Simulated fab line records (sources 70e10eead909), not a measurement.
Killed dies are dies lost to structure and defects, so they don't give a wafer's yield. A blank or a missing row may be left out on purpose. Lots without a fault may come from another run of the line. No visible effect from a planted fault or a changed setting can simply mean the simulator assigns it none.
Comparing a struck lot with a sound one + flow nand-harc + 20 steps out of a route of 1302
Sound: these wafers, L806.1, L806.4, L806.6. The struck wafers were L819.1, L819.4, L819.5. The cause is given at the end.
At each step with rows: each side's tool, then ch and its chambers, then its first start. Under that, the readings that differ: sound wafers + struck wafers + difference of the means + sigmas: that difference in standard deviations of wafers without a fault.
alike: readings with means less than 2 such deviations apart, plus words and numbers identical on both sides. not compared: withheld readings, readings lacking a value on some wafer, bounds such as >300 that could conceal the same value, and numbers that have no deviation in the record and whose values overlap.
Wherever a step has rows on one side only, a row that says differs or no value, or a row with sigmas, the two part there. Numbers that don't overlap but have no deviation are shown without sigmas and don't part them. A reading missing from all wafers of one side parts the sides only when that side holds two or more wafers.

NHARC_P_ZERO_WELL_CD_MEAS_11 targets a cd of 500 nm.
  sound on cd-sem-03 ch 0, day 2 07:14; struck on cd-sem-02 ch 0, day 7 17:14
  alike: cd-nm
then, 1 step without rows for these wafers: NHARC_P_ZERO_WELL_HARDBAKE_12 (time 65 s).
NHARC_P_ZERO_WELL_DESCUM_13: chemistry O2, time 3 s.
  sound on rie-diel-10 ch 0,1, day 2 07:24; struck on rie-diel-10 ch 0,1,3, day 7 17:25
  alike: drypump-motor-current-A, oes-product-au, rf-vpp-V, showerhead-plenum-p-Torr, throttle-valve-pct
  not compared: rf-hours-counter-h
NHARC_P_ZERO_WELL_ETCH_65: etches the open film in N2/H2, target depth 80 nm, overetch 24 nm, time 87.88 s.
  sound on rie-diel-10 ch 0,2, day 2 07:29; struck on rie-diel-10 ch 0,2,3, day 7 17:29
  alike: drypump-motor-current-A, oes-product-au, rf-vpp-V, showerhead-plenum-p-Torr, throttle-valve-pct
  not compared: rf-hours-counter-h
NHARC_P_ZERO_WELL_ETCH_62: etches the open film in CHF3/Ar, target depth 13 nm, time 6.5 s.
  sound on rie-diel-10 ch 0,2; struck on rie-diel-10 ch 2,3
  alike: drypump-motor-current-A, oes-product-au, rf-vpp-V, showerhead-plenum-p-Torr, throttle-valve-pct
  not compared: rf-hours-counter-h
NHARC_P_ZERO_WELL_ETCH_63: etches the open film in HBr/Cl2, target depth 120 nm, time 40.1 s.
  sound on rie-si-05 ch 0,1, day 2 07:40; struck on rie-si-05 ch 0,2,3, day 7 18:08
  alike: drypump-motor-current-A, oes-product-au, throttle-valve-pct
  not compared: rf-hours-counter-h
then, 6 steps without rows for these wafers: NHARC_P_ZERO_WELL_STRIP_15 (strips in SPM, time 900 s); NHARC_P_ZERO_WELL_DEHYDRATE_16 (time 120 s); NHARC_P_ZERO_WELL_HMDS_17 (time 30 s); NHARC_P_ZERO_WELL_COAT_18; NHARC_P_ZERO_WELL_SOFTBAKE_19 (time 95 s); NHARC_P_ZERO_WELL_EBR_20.
NHARC_P_ZERO_WELL_EXPOSE_21: exposes mask P NWELL, target cd 720 nm.
  sound on krf-scanner-03 ch 0, day 2 08:25; struck on krf-scanner-03 ch 0, day 7 18:46
| reading              | sound                | struck               | difference | sigmas      |
|----------------------|----------------------|----------------------|------------|-------------|
| exposure-dose-mJ-cm2 | 22.298 22.306 22.316 | 28.427 28.477 28.481 | +6.155     | +99 or more |
  alike: mask
then, 2 steps without rows for these wafers: NHARC_P_ZERO_WELL_PEB_22 (peb time 85 s); NHARC_P_ZERO_WELL_DEVELOP_23 (time 70 s).
NHARC_P_ZERO_WELL_CD_MEAS_24 targets a cd of 720 nm.
  sound on cd-sem-03 ch 0, day 2 08:35; struck on cd-sem-01 ch 0, day 7 18:55
| reading    | sound             | struck            | difference | sigmas |
|------------|-------------------|-------------------|------------|--------|
| cd-nm (nm) | 718.2 720.1 718.1 | 762.8 761.9 763.4 | +43.9      | +22    |
then, 1 step without rows for these wafers: NHARC_P_ZERO_WELL_HARDBAKE_25 (time 80 s).
NHARC_P_ZERO_WELL_DESCUM_26: chemistry O2, time 3 s.
  sound on rie-diel-10 ch 0,1,2, day 2 08:45; struck on rie-diel-11 ch 0,1,3, day 7 19:05
| reading                      | sound             | struck            | difference | sigmas |
|------------------------------|-------------------|-------------------|------------|--------|
| model.P_ZERO_WELL.cd-nm (nm) | 718.1 720.3 717.4 | 763.1 761.7 763.5 | +44.2      |        |
  alike: drypump-motor-current-A, oes-product-au, rf-vpp-V, showerhead-plenum-p-Torr, throttle-valve-pct
  not compared: rf-hours-counter-h
after that, 1 step had no rows for these wafers: NHARC_P_ZERO_WELL_IMPLANT_27.
-- break in the record here, with 22 days between the starts of the struck wafers on either side (left off in module P_ZERO_WELL, picked up again in module END, where the first step shown is number 1302 on the route) --
NHARC_END_SORT_01:
  the record has rows for the struck wafers here (prober-01 ch 0, day 30 00:34) and none for the sound ones

WHERE THEY PART
Last at NHARC_END_SORT_01 as far as this record goes, first at NHARC_P_ZERO_WELL_EXPOSE_21.

WHY: the cause the simulator had injected
Process parameters drifting: krf-scanner-03 at NHARC_P_ZERO_WELL_EXPOSE_21, beginning at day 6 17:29. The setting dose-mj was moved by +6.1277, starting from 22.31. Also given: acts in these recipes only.
